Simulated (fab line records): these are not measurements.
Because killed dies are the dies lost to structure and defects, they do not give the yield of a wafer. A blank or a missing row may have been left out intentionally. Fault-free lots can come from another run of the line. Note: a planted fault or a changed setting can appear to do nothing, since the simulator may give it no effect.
A struck lot beside a sound one ; flow nand_harc ; 14 out of 1302 route steps
Sound: the wafers L681.1, L681.5, L681.6. Struck: wafers L673.1, L673.2, L673.4. The cause comes at the end.
Order at every step that has rows: each side's tool, ch and its chambers, its first start. Under that, the readings that differ: sound wafers ; struck wafers ; difference of the means ; sigmas: that difference in standard deviations of wafers without a fault.
alike: same words and numbers on both sides, and readings whose means sit less than 2 such deviations apart. not compared: any withheld reading, any reading some wafer has no value for, any bound like >300 that may hide the same value, and any number with overlapping values for which the record gives no deviation.
Wherever a step has rows on one side only, a row that says differs or no value, or a row with sigmas, the two part there. Numbers that have no deviation but don't overlap get no sigmas and don't part them. A reading missing from all wafers of one side parts the sides only when that side holds two or more wafers.

first, 1 step without rows for these wafers: NHARC_A_STAIRCASE_SRD_474.
NHARC_A_STAIRCASE_INSPECT_155:
  struck on defect_inspect-02, day 24 02:19; sound on defect_inspect-01, day 27 07:44
  alike: raw_defect_count
NHARC_A_SGD_CUT_DEP_00: deposits SiNx, target thk 50 nm.
  sound on pecvd-02 ch 0,1, day 27 07:50; struck on pecvd-01 ch 0,2, day 24 02:25
  alike: heater_power_w
then, 9 steps without rows for these wafers: NHARC_A_SGD_CUT_DEHYDRATE_01 (time 120 s); NHARC_A_SGD_CUT_HMDS_02 (time 30 s); NHARC_A_SGD_CUT_COAT_56 (time 75 s); NHARC_A_SGD_CUT_COAT_57 (time 65 s); NHARC_A_SGD_CUT_COAT_03 (resist thk 90 nm); NHARC_A_SGD_CUT_SOFTBAKE_04 (time 55 s); NHARC_A_SGD_CUT_EBR_05; NHARC_A_SGD_CUT_EXPOSE_06 (exposes mask SGD); NHARC_A_SGD_CUT_PEB_07 (peb time 65 s).
NHARC_A_SGD_CUT_DEVELOP_08: develop time 35 s.
  sound on litho_track-01 ch 0, day 27 08:00; struck on litho_track-01, day 24 02:00
  no value came back on the struck wafers for chill_plate_temp_C (C), develop_time_s (s), exhaust_pa (Pa); on the sound wafers chill_plate_temp_C (C) reads 22.91 23.21 23.17
NHARC_A_SGD_CUT_CD_MEAS_09 targets a cd of 100 nm.
  sound on cd_sem-02 ch 0, day 27 08:31; struck on cd_sem-03 ch 0, day 24 02:58
reading;sound;struck;difference;sigmas
cd_nm (nm);100.3 100.2 101.3;- - -;no value on the struck wafers;

== WHERE THEY PART ==
At NHARC_A_SGD_CUT_DEVELOP_08 first; at NHARC_A_SGD_CUT_CD_MEAS_09 last (within this record only).

WHY: what had been put in by the simulator
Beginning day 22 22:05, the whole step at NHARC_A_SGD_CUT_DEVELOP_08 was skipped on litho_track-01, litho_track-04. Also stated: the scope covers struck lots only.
